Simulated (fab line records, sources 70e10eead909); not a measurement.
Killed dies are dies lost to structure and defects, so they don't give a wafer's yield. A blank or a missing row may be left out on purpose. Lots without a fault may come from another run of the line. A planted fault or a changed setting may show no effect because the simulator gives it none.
fab line records | flow nand_harc
record lots=22 wafers=66 last_day=33
route steps=1302 shown A_CONTACT@1025
lots that met no fault: from a run of the same line without faults
start_h: hours from the record's first day to the start of the lot's first wafer shown | wait_h: hours since the lot's step before | " the same as in the row above | L1.1+2: a row that stands for several wafers | - no value, or no start given | * or withheld: withheld | < > ~ a bound
route shown NAME@n: a module of which the file shows steps, and the number in the route of the first | usual: mean/standard deviation of fault-free wafers | same: alike in all rows | chamber/n: place in a boat | sites: the reading at each site | _std_site: their standard deviation | _edge_site: outer sites' mean less inner sites' | radius_mm: how far each site lies from the wafer's centre | mask NAME#n: copy n | behind: the tool/chamber that last shaped the wafer | hold: why the lot was held/for how many hours/how that ended | device: the transistor (n, p or np) that didn't switch | end of line: the same wafers' tests at the end of the route | a step without rows: its recipe alone | killed: dies lost to structure and defects at the first sort, not the wafer's yield | map: a wafer's dies, x killed, . not, _ none there
set.NAME: the setting as run; set.NAME@STEP: as run at that earlier step | model.NAME: the simulator's own value behind a step, which no gauge read
steps of the route over a sample of lots; a table a step, a row a wafer
services: from which hour (start_h, from the record's first day; less than 0 if before it) a tool's chamber was out of use, for how many hours, and why
## steps
# step NHARC_A_CONTACT_STRIP_55
# recipe o2_flow_sccm=500 ar_flow_sccm=0 bias_w=0 chemistry=O2
# usual drypump_motor_current_A=5.8/0.43 oes_product_au=1.000/0.0075 rf_vpp_V=57.6/0.83 showerhead_plenum_p_Torr=3.46/0.1 throttle_valve_pct=17.037/0.0089
# columns lot.wafer tool chamber start_h wait_h drypump_motor_current_A oes_product_au rf_hours_counter_h rf_vpp_V showerhead_plenum_p_Torr throttle_valve_pct
L076.3 rie_diel-12 1 - - 6.3 1.002 10 57.0 3.54 17.041
L076.1 " 2 " " 5.2 0.995 11 59.4 3.49 17.035
L076.2 " 0 " " 5.8 0.993 10 57.9 3.58 17.032
L075.4 rie_diel-12 0 - - 5.8 1.005 10 58.1 3.58 17.027
L075.3 " 1 " " 6.2 1.006 11 57.1 3.54 17.050
L075.6 " 1 " " 6.3 1.009 - 57.6 3.54 17.035
L077.2 rie_diel-04 3 - - 6.2 0.995 48 56.8 3.31 17.033
L077.1 " 1 " " 5.7 0.995 46 56.7 3.50 17.046
L077.5 " 2 " " 5.3 0.997 - 57.3 3.37 17.049
L079.2 rie_diel-07 0 - - 6.3 1.016 19 58.9 3.42 17.029
L079.3 " 1 " " 5.7 1.001 14 59.2 3.52 17.040
L079.5 " 3 " " 5.4 1.009 - 58.1 3.57 17.052
L078.3 rie_diel-12 0 - - 5.8 0.996 18 58.3 3.57 17.026
L078.2 " 1 " " 6.3 1.010 18 57.7 3.54 17.037
L078.6 " 0 " " 5.8 1.005 - 59.1 3.57 17.029
L080.1 rie_diel-04 3 - - 6.2 0.993 0 57.0 3.31 17.043
L080.3 " 0 " " 5.5 0.993 1 58.0 3.42 17.027
L080.6 " 0 " " 5.5 0.998 - 58.6 3.42 17.022
L083.4 rie_diel-12 0 - - 5.8 0.993 25 57.6 3.57 17.030
L083.2 " 3 " " 5.8 0.993 24 56.4 3.29 17.038
L083.5 " 1 " " 6.2 1.005 - 58.1 3.54 17.028
L084.3 rie_diel-07 2 - - 6.7 1.021 38 57.4 3.55 17.045
L084.4 " 3 " " 5.3 1.007 46 56.8 3.55 17.035
L084.1 " 0 " " 6.3 1.003 44 57.2 3.41 17.023
L082.1 rie_diel-04 0 - - 5.5 1.007 16 57.4 3.42 17.037
L082.5 " 0 " " 5.5 1.015 - 56.5 3.42 17.036
L082.4 " 1 " " 5.7 0.998 - 58.4 3.49 17.041
L085.3 rie_diel-12 3 - - 5.8 1.006 26 58.9 3.29 17.038
L085.4 " 0 " " 5.8 0.991 28 57.5 3.57 17.041
L085.2 " 1 " " 6.2 1.010 24 56.7 3.53 17.032
L088.1 rie_diel-12 0 - - 5.8 0.984 32 58.4 3.56 17.037
L088.3 " 2 " " 5.2 0.988 22 56.5 3.48 17.049
L088.5 " 1 " " 6.3 1.002 - 56.7 3.53 17.036
L086.1 rie_diel-07 0 - - 6.3 1.002 50 57.5 3.40 17.045
L086.4 " 1 " " 5.7 1.000 44 57.6 3.50 17.032
L086.5 " 3 " " 5.4 0.994 - 56.8 3.55 17.036
L089.2 rie_diel-12 0 - - 5.8 0.990 2 57.0 3.56 17.033
L089.6 " 2 " " 5.2 1.003 - 56.3 3.48 17.042
L089.5 " 3 " " 5.8 0.997 - 56.9 3.29 17.039
L090.1 rie_diel-07 1 - - 5.7 0.997 2 56.5 3.50 17.049
L090.4 " 3 " " 5.4 1.000 2 57.2 3.54 17.045
L090.5 " 2 " " 6.7 0.998 - 57.9 3.54 17.037
L091.2 rie_diel-12 0 - - 5.8 0.986 6 57.8 3.56 17.033
L091.6 " 3 " " 5.8 1.001 - 57.8 3.29 17.029
L091.5 " 0 " " 5.8 0.986 - 58.4 3.56 17.033
L087.2 rie_diel-04 3 - - 6.2 0.998 40 56.7 3.29 17.037
L087.3 " 0 " " 5.5 1.009 45 56.5 3.40 17.058
L087.1 " 1 " " 5.7 1.001 41 56.3 3.48 17.038
L092.3 rie_diel-12 2 - - 5.2 0.999 10 58.1 3.48 17.048
L092.5 " 3 " " 5.8 1.002 - 57.6 3.28 17.032
L092.6 " 0 " " 5.8 1.000 - 57.8 3.56 17.035
L096.4 rie_diel-04 0 - - 5.5 1.010 57 57.0 3.39 17.026
L096.2 " 1 " " 5.7 1.005 48 57.0 3.47 17.036
L096.5 " 2 " " 5.3 0.995 - 57.3 3.34 17.037
L094.2 rie_diel-12 1 - - 6.3 0.996 11 58.2 3.53 17.033
L094.3 " 2 " " 5.2 0.999 13 58.5 3.48 17.047
L094.1 " 3 " " 5.8 0.991 13 56.5 3.28 17.043
L095.2 rie_diel-07 3 - - 5.4 1.005 18 57.1 3.53 17.027
L095.4 " 2 " " 6.7 1.001 17 57.6 3.53 17.044
L095.5 " 0 " " 6.2 1.006 - 57.1 3.39 17.035
L093.1 rie_diel-12 2 - - 5.2 1.007 16 56.6 3.48 17.029
L093.2 " 3 " " 5.8 1.000 15 58.1 3.28 17.035
L093.3 " 0 " " 5.8 0.998 14 57.4 3.56 17.040
L097.1 rie_diel-12 0 - - 5.8 0.993 15 58.0 3.56 17.033
L097.6 " 2 " " 5.2 0.995 - 57.5 3.48 17.029
L097.5 " 3 " " 5.8 1.003 - 56.9 3.28 17.024
# step NHARC_A_CONTACT_INSPECT_71
# usual raw_defect_count=73/37
# columns lot.wafer tool chamber start_h wait_h raw_defect_count
L076.1 defect_inspect-02 - 517.93 0.0 119
L076.2 " - " " 164
L076.3 " - " " 142
L075.3 defect_inspect-02 - 521.00 0.0 121
L075.4 " - " " 109
L075.6 " - " " 114
L077.1 defect_inspect-01 - 526.88 0.0 16
L077.2 " - " " 21
L077.5 " - " " 14
L079.2 defect_inspect-01 - 537.38 0.0 85
L079.3 " - " " 94
L079.5 " - " " 90
L078.2 defect_inspect-02 - 548.31 0.0 90
L078.3 " - " " 94
L078.6 " - " " 111
L080.1 defect_inspect-02 - 552.42 0.0 31
L080.3 " - " " 28
L080.6 " - " " 21
L083.2 defect_inspect-02 - 605.02 0.0 93
L083.4 " - " " 77
L083.5 " - " " 85
L084.1 defect_inspect-01 - 607.46 0.0 40
L084.3 " - " " 35
L084.4 " - " " 34
L082.1 defect_inspect-02 - 608.14 0.0 65
L082.4 " - " " 58
L082.5 " - " " 67
L085.2 defect_inspect-02 - 611.90 0.0 103
L085.3 " - " " 90
L085.4 " - " " 112
L088.1 defect_inspect-01 - 630.19 0.0 38
L088.3 " - " " 42
L088.5 " - " " 30
L086.1 defect_inspect-02 - 631.80 0.0 132
L086.4 " - " " 100
L086.5 " - " " 116
L089.2 defect_inspect-01 - 646.71 0.0 41
L089.5 " - " " 44
L089.6 " - " " 45
L090.1 defect_inspect-02 - 673.26 0.0 49
L090.4 " - " " 40
L090.5 " - " " 38
L091.2 defect_inspect-02 - 682.20 0.0 83
L091.5 " - " " 92
L091.6 " - " " 71
L087.1 defect_inspect-02 - 684.76 0.0 50
L087.2 " - " " 65
L087.3 " - " " 62
L092.3 defect_inspect-02 - 691.53 0.0 94
L092.5 " - " " 70
L092.6 " - " " 84
L096.2 defect_inspect-01 - 707.02 0.0 26
L096.4 " - " " 23
L096.5 " - " " 22
L094.1 defect_inspect-02 - 707.52 0.0 124
L094.2 " - " " 122
L094.3 " - " " 109
L095.2 defect_inspect-01 - 716.79 0.0 62
L095.4 " - " " 68
L095.5 " - " " 62
L093.1 defect_inspect-02 - 725.86 0.0 67
L093.2 " - " " 74
L093.3 " - " " 58
L097.1 defect_inspect-02 - 729.87 0.0 66
L097.5 " - " " 78
L097.6 " - " " 62
# step NHARC_A_CONTACT_ETCH_97
# recipe target_depth_a=200 over_etch_frac=0.5 time_s=10 ion_energy_ev=250 c4f6_flow_sccm=25 o2_flow_sccm=20 ar_flow_sccm=500 rf_w=600 bias_w=500 chemistry=C4F6/O2
# usual drypump_motor_current_A=5.8/0.4 oes_product_au=0.958/0.02 rf_vpp_V=545.4/2.5 showerhead_plenum_p_Torr=3.85/0.11 throttle_valve_pct=26.903/0.0089
# columns lot.wafer tool chamber start_h wait_h drypump_motor_current_A oes_product_au rf_hours_counter_h rf_vpp_V showerhead_plenum_p_Torr throttle_valve_pct
L076.1 rie_diel-07 1 - - 5.7 0.946 10 546.8 3.92 26.898
L076.3 " 3 " " 5.4 0.984 15 546.8 3.97 26.896
L076.2 " 0 " " 6.3 0.964 15 544.6 3.81 26.896
L075.4 rie_diel-12 3 - - 5.8 0.937 13 542.7 3.67 26.889
L075.3 " 1 " " 6.2 0.948 12 546.6 3.94 26.901
L075.6 " 3 " " 5.8 0.940 - 541.7 3.67 26.905
L077.1 rie_diel-12 0 - - 5.8 0.945 13 547.7 3.97 26.910
L077.2 " 1 " " 6.3 0.940 13 548.6 3.94 26.895
L077.5 " 1 " " 6.3 0.935 - 546.7 3.94 26.904
L079.3 rie_diel-12 2 - - 5.2 0.989 14 546.8 3.88 26.915
L079.2 " 0 " " 5.8 0.939 18 547.6 3.97 26.912
L079.5 " 1 " " 6.3 0.967 - 547.0 3.93 26.893
L078.2 rie_diel-07 2 - - 6.6 0.959 23 547.1 3.96 26.903
L078.3 " 3 " " 5.4 0.958 28 547.2 3.96 26.892
L078.6 " 1 " " 5.7 0.950 - 546.3 3.91 26.898
L080.3 rie_diel-12 3 - - 5.8 0.950 21 541.3 3.67 26.928
L080.1 " 0 " " 5.8 0.948 21 547.7 3.97 26.893
L080.6 " 3 " " 5.8 0.952 - 542.4 3.67 26.903
L083.2 rie_diel-12 1 609.18 0.1 6.3 0.937 25 546.8 3.93 26.899
L083.4 " 1 " " 6.3 0.949 - 548.1 3.93 26.902
L083.5 " 3 " " 5.8 0.943 - 541.5 3.67 26.907
L084.3 rie_diel-12 0 611.83 0.1 5.8 0.945 29 546.9 3.96 26.901
L084.1 " 3 " " 5.8 0.960 28 540.3 3.67 26.905
L084.4 " 0 " " 5.8 0.950 - 548.1 3.96 26.895
L082.1 rie_diel-07 3 - - 5.4 0.974 50 547.7 3.95 26.908
L082.4 " 1 " " 5.7 0.937 42 545.3 3.90 26.914
L082.5 " 2 " " 6.7 0.965 - 549.1 3.95 26.899
L085.3 rie_diel-12 3 616.36 0.1 5.8 0.950 29 542.2 3.67 26.918
L085.2 " 0 " " 5.8 0.940 30 546.7 3.96 26.909
L085.4 " 1 " " 6.3 0.948 - 545.9 3.93 26.906
L088.3 rie_diel-12 3 - - 5.8 0.991 1 542.0 3.66 26.891
L088.1 " 0 " " 5.8 1.003 1 548.6 3.96 26.898
L088.5 " 1 " " 6.3 0.994 - 547.0 3.93 26.911
L086.4 rie_diel-12 3 - - 5.8 0.957 1 541.7 3.66 26.899
L086.1 " 1 " " 6.3 0.930 1 548.4 3.93 26.906
L086.5 " 2 " " 5.2 0.936 - 544.8 3.88 26.898
L089.2 rie_diel-12 0 - - 5.8 0.940 3 546.3 3.96 26.878
L089.6 " 2 " " 5.2 0.945 - 546.3 3.87 26.895
L089.5 " 3 " " 5.8 0.950 - 543.3 3.66 26.905
L090.1 rie_diel-12 1 - - 6.3 0.999 6 547.8 3.92 26.901
L090.4 " 2 " " 5.2 0.986 6 545.9 3.87 26.898
L090.5 " 3 " " 5.8 1.008 - 541.4 3.66 26.909
L091.2 rie_diel-12 0 - - 5.8 0.952 9 548.9 3.96 26.904
L091.6 " 2 " " 5.2 0.952 - 544.9 3.87 26.905
L091.5 " 3 " " 5.8 0.962 - 541.0 3.66 26.903
L087.3 rie_diel-04 3 - - 6.2 0.954 46 540.7 3.66 26.907
L087.2 " 0 " " 5.6 0.950 50 544.9 3.78 26.917
L087.1 " 1 " " 5.7 0.946 44 545.3 3.87 26.903
L092.3 rie_diel-12 2 - - 5.2 0.937 11 545.7 3.87 26.926
L092.5 " 0 " " 5.8 0.948 - 547.1 3.96 26.901
L092.6 " 1 " " 6.3 0.939 - 545.9 3.92 26.900
L096.4 rie_diel-12 1 - - 6.3 0.945 13 546.4 3.92 26.897
L096.2 " 2 " " 5.2 0.958 14 545.2 3.87 26.903
L096.5 " 0 " " 5.8 0.946 - 548.4 3.95 26.900
L094.2 rie_diel-07 3 - - 5.4 0.955 18 546.6 3.93 26.909
L094.3 " 1 " " 5.7 0.966 16 546.3 3.88 26.907
L094.1 " 2 " " 6.7 0.961 17 545.8 3.93 26.894
L095.2 rie_diel-04 1 - - 5.7 0.994 0 546.1 3.86 26.898
L095.4 " 2 " " 5.3 1.000 0 544.0 3.72 26.908
L095.5 " 1 " " 5.7 1.007 - 544.8 3.86 26.899
L093.3 rie_diel-12 0 - - 5.8 0.955 16 547.6 3.95 26.921
L093.1 " 2 " " 5.2 0.939 18 545.8 3.87 26.900
L093.2 " 3 " " 5.8 0.973 16 540.8 3.66 26.901
L097.1 rie_diel-07 0 - - 6.3 0.955 26 543.2 3.77 26.908
L097.5 " 3 " " 5.4 0.935 - 545.7 3.92 26.910
L097.6 " 0 " " 6.3 0.955 - 543.0 3.77 26.896
# step NHARC_A_CONTACT_ETCH_106
# recipe target_depth_a=900 overetch_a=90 time_s=49.5 ion_energy_ev=100 cf4_flow_sccm=80 o2_flow_sccm=20 ar_flow_sccm=0 rf_w=300 bias_w=100 chemistry=CF4/O2
# usual drypump_motor_current_A=5.8/0.41 oes_ar_750_au=1.001/0.0044 oes_f_703_au=0.999/0.0042 oes_product_au=1.000/0.0081 rf_vpp_V=197.2/1.1 showerhead_plenum_p_Torr=1.31/0.041 throttle_valve_pct=13.397/0.0089
# columns lot.wafer tool chamber start_h wait_h drypump_motor_current_A oes_ar_750_au oes_f_703_au oes_product_au rf_hours_counter_h rf_vpp_V showerhead_plenum_p_Torr throttle_valve_pct
L076.3 rie_diel-12 2 522.53 0.1 5.2 0.999 0.997 0.997 13 197.4 1.32 13.384
L076.2 " 3 " " 5.8 1.002 0.996 0.998 13 197.0 1.24 13.416
L076.1 " 0 " " 5.8 1.008 0.998 0.990 12 196.6 1.35 13.411
L075.4 rie_diel-12 0 525.57 0.1 5.8 1.003 0.998 0.989 12 197.7 1.35 13.406
L075.3 " 3 " " 5.8 1.006 1.000 1.006 13 195.8 1.24 13.390
L075.6 " 1 " " 6.3 1.006 0.998 1.006 - 200.1 1.34 13.385
L077.1 rie_diel-12 0 531.41 0.1 5.8 0.999 1.002 1.006 13 196.9 1.35 13.391
L077.2 " 1 " " 6.3 0.995 1.002 1.015 13 197.3 1.34 13.397
L077.5 " 0 " " 5.8 1.004 0.996 1.002 - 199.1 1.35 13.404
L079.2 rie_diel-04 1 543.71 0.1 5.7 1.001 0.998 0.994 0 198.9 1.32 13.386
L079.3 " 2 " " 5.3 1.003 0.999 0.990 0 197.3 1.27 13.404
L079.5 " 0 " " 5.5 1.006 0.994 1.009 - 197.7 1.29 13.394
L078.2 rie_diel-07 2 552.81 0.1 6.6 1.000 0.997 1.018 23 198.2 1.35 13.397
L078.3 " 3 " " 5.3 0.998 0.995 1.009 28 197.8 1.35 13.395
L078.6 " 2 " " 6.7 0.998 1.007 1.014 - 197.9 1.35 13.409
L080.1 rie_diel-04 2 557.33 0.1 5.3 1.004 0.996 0.993 3 195.5 1.27 13.408
L080.3 " 0 " " 5.5 1.005 1.002 1.007 3 196.8 1.29 13.399
L080.6 " 2 " " 5.3 1.000 1.001 0.987 - 196.1 1.27 13.394
L083.4 rie_diel-04 1 609.57 0.1 5.7 1.001 1.003 1.012 18 196.8 1.32 13.390
L083.2 " 2 " " 5.3 1.005 0.997 0.992 10 196.1 1.27 13.399
L083.5 " 1 " " 5.7 0.999 0.999 1.006 - 197.1 1.32 13.400
L084.4 rie_diel-07 0 612.29 0.1 6.2 1.002 1.000 1.006 48 197.9 1.29 13.396
L084.3 " 1 " " 5.7 0.997 0.999 0.999 42 196.0 1.33 13.396
L084.1 " 2 " " 6.6 0.997 1.002 1.020 44 198.5 1.34 13.391
L082.1 rie_diel-04 3 612.64 0.1 6.2 0.999 1.000 0.995 18 195.1 1.24 13.385
L082.4 " 0 " " 5.5 0.998 1.000 1.005 18 196.8 1.29 13.391
L082.5 " 0 " " 5.5 1.001 1.005 1.007 - 198.4 1.29 13.407
L085.2 rie_diel-12 1 616.96 0.1 6.3 1.005 1.003 1.003 27 196.0 1.34 13.401
L085.3 " 2 " " 5.2 1.004 0.999 0.997 21 197.8 1.32 13.411
L085.4 " 0 " " 5.8 0.994 0.996 1.003 30 198.4 1.35 13.405
L088.1 rie_diel-12 1 634.78 0.1 6.3 0.992 0.999 0.995 1 196.3 1.34 13.385
L088.3 " 0 " " 5.8 1.005 1.003 1.000 1 198.6 1.35 13.411
L088.5 " 1 " " 6.2 0.998 0.994 0.998 - 197.2 1.34 13.394
L086.4 rie_diel-04 2 636.33 0.1 5.3 0.999 1.006 1.000 16 196.1 1.27 13.400
L086.1 " 0 " " 5.5 1.001 1.000 1.000 26 197.5 1.29 13.402
L086.5 " 1 " " 5.7 1.002 1.000 1.004 - 197.4 1.32 13.404
L089.2 rie_diel-12 1 651.23 0.1 6.2 1.005 1.005 1.004 3 198.5 1.34 13.389
L089.6 " 1 " " 6.2 1.007 0.998 1.000 - 198.5 1.34 13.403
L089.5 " 2 " " 5.2 1.003 0.998 0.994 - 197.2 1.32 13.402
L090.1 rie_diel-07 3 677.78 0.1 5.4 0.996 0.996 1.005 5 197.8 1.34 13.410
L090.4 " 0 " " 6.2 0.999 0.995 0.999 6 198.1 1.28 13.410
L090.5 " 0 " " 6.3 0.999 1.002 1.013 - 196.5 1.28 13.389
L091.2 rie_diel-04 3 686.83 0.1 6.2 1.007 0.998 0.995 45 195.3 1.24 13.393
L091.6 " 1 " " 5.7 0.992 1.009 1.001 - 196.2 1.32 13.412
L091.5 " 2 " " 5.3 1.004 1.007 0.996 - 197.1 1.26 13.392
L087.2 rie_diel-07 1 689.30 0.1 5.7 1.003 0.999 0.997 8 196.1 1.32 13.380
L087.3 " 3 " " 5.3 1.004 1.001 1.003 9 198.9 1.34 13.397
L087.1 " 0 " " 6.2 1.004 0.997 1.007 9 197.2 1.28 13.409
L092.3 rie_diel-12 2 696.19 0.1 5.2 1.002 1.001 0.994 11 198.5 1.32 13.408
L092.6 " 0 " " 5.8 0.997 1.003 0.986 - 198.0 1.35 13.395
L092.5 " 1 " " 6.2 1.001 0.998 0.998 - 198.2 1.33 13.390
L096.2 rie_diel-12 0 712.17 0.1 5.8 1.007 0.987 1.004 12 198.2 1.35 13.405
L096.4 " 3 " " 5.8 1.011 0.998 1.012 14 195.4 1.24 13.400
L096.5 " 0 " " 5.8 0.993 1.004 1.001 - 197.5 1.35 13.392
L094.2 rie_diel-12 2 712.45 0.2 5.2 1.002 0.991 0.998 15 197.3 1.31 13.411
L094.3 " 3 " " 5.8 0.994 0.996 1.010 14 194.7 1.24 13.393
L094.1 " 1 " " 6.2 0.992 0.994 0.991 13 198.5 1.33 13.410
L095.2 rie_diel-04 1 721.42 0.1 5.7 1.002 0.986 1.014 0 196.5 1.31 13.390
L095.4 " 2 " " 5.3 1.000 0.998 0.996 0 195.7 1.26 13.381
L095.5 " 3 " " 6.2 1.004 0.998 0.994 - 199.1 1.45 13.385
L093.2 rie_diel-12 1 731.13 0.6 6.3 0.996 0.998 1.008 18 198.5 1.33 13.403
L093.1 " 3 " " 5.8 1.004 1.000 1.010 17 194.8 1.24 13.411
L093.3 " 0 " " 5.8 1.010 0.997 0.994 16 198.7 1.35 13.399
L097.1 rie_diel-12 0 734.39 0.1 5.8 1.001 0.998 1.000 17 198.3 1.35 13.395
L097.5 " 3 " " 5.8 0.990 0.995 1.010 - 195.3 1.24 13.392
L097.6 " 0 " " 5.8 0.997 0.998 1.005 - 197.9 1.34 13.400
# step NHARC_A_CONTACT_DEP_85
# recipe target_thk_a=600 target_thk_nm=60 temp_c=400 pressure_torr=3.5 flow_sccm=200 rf_w=350 material=SiON
# usual heater_power_outer_w=441/61 heater_power_w=739/76
# columns lot.wafer tool chamber start_h wait_h heater_power_outer_w heater_power_w
L076.2 pecvd-02 1 524.93 1.2 317 574
L076.1 " 2 " " 460 777
L076.3 " 0 " " 374 684
L075.3 pecvd-03 2 528.04 0.9 490 850
L075.4 " 2 " " 494 825
L075.6 " 0 " " 423 718
L077.1 pecvd-03 2 533.88 1.5 445 766
L077.2 " 1 " " 434 763
L077.5 " 0 " " 410 662
L079.3 pecvd-02 2 546.68 0.9 403 700
L079.2 " 0 " " 390 722
L079.5 " 1 " " 368 622
L078.2 pecvd-01 1 559.97 1.2 501 791
L078.3 " 2 " " 501 778
L078.6 " 1 " " 491 764
L080.1 pecvd-03 1 564.02 1.5 457 777
L080.3 " 0 " " 501 806
L080.6 " 2 " " 505 847
L083.2 pecvd-02 2 613.09 1.2 477 824
L083.5 " 1 " " 387 661
L083.4 " 2 " " 468 821
L084.1 pecvd-02 2 620.82 1.5 453 813
L084.3 " 0 " " 395 690
L084.4 " 1 " " 309 546
L082.1 pecvd-02 2 622.58 1.5 428 752
L082.5 " 1 " " 354 617
L082.4 " 2 " " 426 773
L085.2 pecvd-02 0 624.10 1.2 388 662
L085.3 " 1 " " 392 658
L085.4 " 0 " " 391 706
L088.3 pecvd-02 1 637.17 0.9 364 631
L088.1 " 2 " " 445 760
L088.5 " 2 " " 435 768
L086.1 pecvd-01 0 639.52 1.4 473 736
L086.4 " 1 " " 507 788
L086.5 " 2 " " 497 778
L089.2 pecvd-03 2 653.66 1.2 474 814
L089.6 " 1 " " 420 710
L089.5 " 2 " " 469 840
L090.1 pecvd-02 2 684.95 1.5 496 826
L090.4 " 0 " " 439 732
L090.5 " 1 " " 366 642
L091.2 pecvd-02 0 689.28 1.2 444 763
L091.6 " 1 " " 391 653
L091.5 " 2 " " 412 727
L087.3 pecvd-03 0 692.39 0.9 513 820
L087.1 " 1 " " 433 707
L087.2 " 2 " " 460 785
L092.3 pecvd-01 1 699.71 0.9 502 779
L092.6 " 2 " " 564 867
L092.5 " 0 " " 525 815
L096.2 pecvd-02 2 715.45 1.2 484 831
L096.5 " 0 " " 429 743
L096.4 " 1 " " 390 665
L094.3 pecvd-02 1 718.24 0.9 359 617
L094.2 " 2 " " 398 709
L094.1 " 0 " " 430 753
L095.2 pecvd-02 2 723.83 1.2 469 803
L095.4 " 0 " " 442 763
L095.5 " 1 " " 365 651
L093.1 pecvd-01 0 733.53 1.5 558 833
L093.2 " 1 " " 501 743
L093.3 " 2 " " 569 876
L097.1 pecvd-02 1 737.40 1.5 399 678
L097.5 " 2 " " 407 729
L097.6 " 0 " " 439 753
# step NHARC_A_CONTACT_ETCH_88
# recipe target_depth_a=390 over_etch_frac=0.3 time_s=65 ion_energy_ev=80 cf4_flow_sccm=150 ar_flow_sccm=0 rf_w=300 bias_w=100 chemistry=CF4
# usual drypump_motor_current_A=5.8/0.4 oes_product_au=1.000/0.0069 rf_vpp_V=150.9/1 showerhead_plenum_p_Torr=1.73/0.05 throttle_valve_pct=13.284/0.0093
# columns lot.wafer tool chamber start_h wait_h drypump_motor_current_A oes_product_au rf_hours_counter_h rf_vpp_V showerhead_plenum_p_Torr throttle_valve_pct
L076.1 rie_diel-12 0 525.92 0.1 5.8 1.004 13 150.7 1.79 13.288
L076.3 " 1 " " 6.2 1.000 12 151.2 1.77 13.294
L076.2 " 3 " " 5.8 1.003 13 149.3 1.65 13.281
L075.4 rie_diel-07 1 528.91 0.1 5.7 1.002 13 151.3 1.77 13.269
L075.3 " 2 " " 6.6 1.010 13 152.1 1.79 13.300
L075.6 " 1 " " 5.7 0.997 - 149.0 1.77 13.286
L077.1 rie_diel-12 0 534.89 0.1 5.8 0.990 14 151.6 1.79 13.280
L077.2 " 1 " " 6.3 0.999 13 149.5 1.77 13.267
L077.5 " 3 " " 5.8 1.002 - 150.6 1.65 13.291
L079.2 rie_diel-12 0 547.65 0.1 5.8 1.001 19 152.0 1.79 13.291
L079.3 " 3 " " 5.8 0.998 19 151.0 1.65 13.290
L079.5 " 0 " " 5.8 0.993 - 150.9 1.79 13.269
L078.2 rie_diel-12 1 560.84 0.1 6.2 1.004 20 152.7 1.77 13.288
L078.3 " 2 " " 5.2 0.995 16 150.4 1.75 13.292
L078.6 " 1 " " 6.2 1.009 - 151.3 1.77 13.274
L080.1 rie_diel-04 1 565.03 0.1 5.7 1.008 3 150.7 1.75 13.302
L080.3 " 2 " " 5.3 1.008 3 150.4 1.69 13.275
L080.6 " 2 " " 5.3 0.991 - 150.7 1.69 13.279
L083.2 rie_diel-04 1 613.91 0.1 5.7 1.001 19 151.1 1.75 13.270
L083.4 " 2 " " 5.3 0.999 10 149.4 1.68 13.274
L083.5 " 1 " " 5.7 1.009 - 150.9 1.75 13.276
L084.3 rie_diel-12 0 621.68 0.1 5.8 0.999 31 151.5 1.79 13.284
L084.1 " 2 " " 5.2 1.001 22 150.7 1.75 13.270
L084.4 " 3 " " 5.8 1.008 30 150.7 1.65 13.272
L082.1 rie_diel-04 1 623.40 0.1 5.7 1.013 23 152.4 1.75 13.289
L082.4 " 2 " " 5.3 0.998 13 148.7 1.68 13.288
L082.5 " 0 " " 5.5 1.007 - 150.2 1.71 13.306
L085.3 rie_diel-04 3 624.97 0.1 6.2 0.987 21 149.3 1.65 13.281
L085.4 " 0 " " 5.5 1.002 23 151.2 1.71 13.269
L085.2 " 1 " " 5.7 0.998 24 150.5 1.75 13.292
L088.1 rie_diel-04 2 638.17 0.1 5.3 0.990 17 150.1 1.68 13.287
L088.3 " 3 " " 6.2 1.001 24 150.8 1.65 13.261
L088.5 " 1 " " 5.7 1.002 - 150.1 1.75 13.293
L086.4 rie_diel-12 0 640.39 0.1 5.8 0.996 1 152.1 1.79 13.285
L086.1 " 2 " " 5.2 1.001 1 150.7 1.75 13.290
L086.5 " 0 " " 5.8 0.976 - 152.0 1.79 13.295
L089.2 rie_diel-12 0 654.51 0.1 5.8 0.989 3 151.0 1.79 13.299
L089.5 " 2 " " 5.2 1.004 - 151.6 1.75 13.277
L089.6 " 3 " " 5.8 1.001 - 149.8 1.65 13.292
L090.4 rie_diel-07 2 685.76 0.1 6.7 0.998 6 149.8 1.77 13.282
L090.1 " 0 " " 6.2 1.006 7 149.7 1.70 13.282
L090.5 " 2 " " 6.7 0.996 - 151.2 1.77 13.291
L091.2 rie_diel-12 3 690.10 0.1 5.8 1.014 10 149.5 1.65 13.281
L091.5 " 1 " " 6.3 1.006 - 150.7 1.77 13.297
L091.6 " 2 " " 5.2 1.010 - 151.8 1.74 13.292
L087.1 rie_diel-07 0 693.43 0.1 6.2 1.003 11 151.7 1.70 13.294
L087.2 " 1 " " 5.7 1.005 10 150.5 1.75 13.288
L087.3 " 2 " " 6.6 1.008 9 150.6 1.77 13.285
L092.3 rie_diel-12 3 700.65 0.1 5.8 1.004 12 150.1 1.65 13.296
L092.5 " 3 " " 5.8 1.003 - 150.0 1.65 13.260
L092.6 " 0 " " 5.8 0.999 - 152.5 1.78 13.281
L096.2 rie_diel-12 0 716.26 0.1 5.8 0.982 13 152.1 1.78 13.276
L096.4 " 1 " " 6.3 0.991 15 151.4 1.77 13.283
L096.5 " 0 " " 5.8 0.983 - 152.6 1.78 13.279
L094.2 rie_diel-12 3 719.29 0.1 5.8 1.009 15 150.3 1.65 13.286
L094.1 " 1 " " 6.3 1.001 15 151.3 1.77 13.297
L094.3 " 2 " " 5.2 1.008 16 150.0 1.74 13.281
L095.4 rie_diel-12 2 724.83 0.1 5.2 0.995 17 151.8 1.74 13.261
L095.2 " 3 " " 5.8 1.002 16 150.7 1.65 13.281
L095.5 " 1 " " 6.3 0.994 - 151.7 1.77 13.281
L093.3 rie_diel-07 0 734.56 0.1 6.2 1.004 26 150.2 1.70 13.272
L093.1 " 1 " " 5.7 0.990 28 150.5 1.75 13.292
L093.2 " 2 " " 6.7 1.001 29 150.5 1.77 13.276
L097.1 rie_diel-12 2 738.22 0.1 5.2 1.001 19 149.5 1.74 13.293
L097.5 " 2 " " 5.2 1.005 - 150.5 1.74 13.292
L097.6 " 3 " " 5.8 1.011 - 147.9 1.64 13.294
## services
# columns tool chamber start_h hours kind
pecvd-02 2 495.86 9.8 repair
pecvd-01 - 503.10 13.0 pm
rie_diel-04 0 520.71 8.1 repair
rie_diel-12 2 531.48 8.4 repair
rie_diel-04 - 534.29 9.0 pm
pecvd-03 - 538.54 1.7 repair
pecvd-03 - 547.63 13.0 pm
rie_diel-04 0 563.20 2.9 repair
rie_diel-04 2 588.21 18.9 repair
pecvd-02 - 589.00 13.0 pm
rie_diel-12 1 594.74 4.0 repair
rie_diel-12 2 608.01 8.6 repair
rie_diel-12 - 622.52 9.0 pm
pecvd-01 - 633.67 3.8 repair
pecvd-01 0 647.44 3.7 repair
rie_diel-07 - 649.81 9.0 pm
rie_diel-07 - 663.00 0.6 repair
rie_diel-04 2 665.57 6.9 repair
pecvd-03 - 681.43 1.3 repair
pecvd-01 - 684.21 13.0 pm
rie_diel-04 1 691.42 4.7 repair
rie_diel-04 3 691.99 6.0 repair
rie_diel-04 - 711.29 9.0 pm
pecvd-03 - 728.63 13.0 pm
## key
fault none
